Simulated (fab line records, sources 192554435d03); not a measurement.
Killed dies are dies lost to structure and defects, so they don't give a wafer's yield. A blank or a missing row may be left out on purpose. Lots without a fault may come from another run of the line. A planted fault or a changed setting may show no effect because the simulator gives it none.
One fault seen from 3 desks | flow n5_finfet | each desk has only its own numbers; what lay behind them comes last

THE TOOL OWNER'S DESK: rie_diel-05
The tool's own readings at N5_BEOL_M7_ETCH_41 (etches SiCN in CH3F/O2, target depth 31.9 nm, time 57.8 s): means of the sampled wafers that have a number, for each lot that ran on this tool. A lot is out of limits, marked OUT, if its mean lies more than 4 standard deviations from the usual mean; the brackets give that distance.
Columns: A = drypump_motor_current_A at N5_BEOL_M7_ETCH_41, usual 5.5 A; B = oes_product_au at N5_BEOL_M7_ETCH_41, usual 0.80 a.u.; C = rf_vpp_V at N5_BEOL_M7_ETCH_41, usual 297.5 V; D = showerhead_plenum_p_Torr at N5_BEOL_M7_ETCH_41, usual 2.01 Torr; E = throttle_valve_pct at N5_BEOL_M7_ETCH_41, usual 16.33 %
lot  | first seen here | A   | B    | C     | D    | E
L142 | day 12 00:06    | 5.2 | 0.73 | 296.7 | 1.97 | 16.12
L145 | day 12 17:50    | 5.4 | 0.76 | 296.7 | 1.99 | 16.31
L157 | day 15 09:35    | 5.4 | 0.77 | 296.6 | 1.98 | 16.36
This desk's finding: nothing out of limits on any of the 3 lots.

THE METROLOGY DESK
What the gauges read, lot by lot, whatever tool the lot ran on: means of the sampled wafers that have a number. A lot is out of limits, marked OUT, if its mean lies more than 4 standard deviations from the usual mean; the brackets give that distance.
Columns: A = V6_OVL at N5_BEOL_M7_OVL_MEAS_29, usual 0.0 nm
lot  | first seen here | A
L137 | day 10 00:39    | 0.9
L142 | day 11 23:40    | -0.3
L145 | day 12 17:26    | -0.0
L150 | day 13 17:52    | 0.2
L154 | day 14 20:19    | 0.1
L157 | day 15 09:12    | -1.0
This desk's finding: nothing out of limits on any of the 6 lots.

THE DEFECT DESK
What the inspections along the route counted, lot by lot: means of the sampled wafers that have a number. A lot is out of limits, marked OUT, if its mean lies more than 4 standard deviations from the usual mean; the brackets give that distance.
Columns: A = raw_defect_count at N5_BEOL_M7_INSPECT_30, usual 441
lot  | first seen here | A
L137 | day 10 00:43    | 391
L142 | day 11 23:43    | 466
L145 | day 12 17:28    | 437
L150 | day 13 17:55    | 565
L154 | day 14 20:22    | 439
L157 | day 15 09:15    | 447
This desk's finding: nothing out of limits on any of the 6 lots.

PUT TOGETHER
The tool owner's desk saw nothing out of limits.
The metrology desk saw nothing out of limits.
The defect desk saw nothing out of limits.

WHAT THE SIMULATOR HAD PUT IN
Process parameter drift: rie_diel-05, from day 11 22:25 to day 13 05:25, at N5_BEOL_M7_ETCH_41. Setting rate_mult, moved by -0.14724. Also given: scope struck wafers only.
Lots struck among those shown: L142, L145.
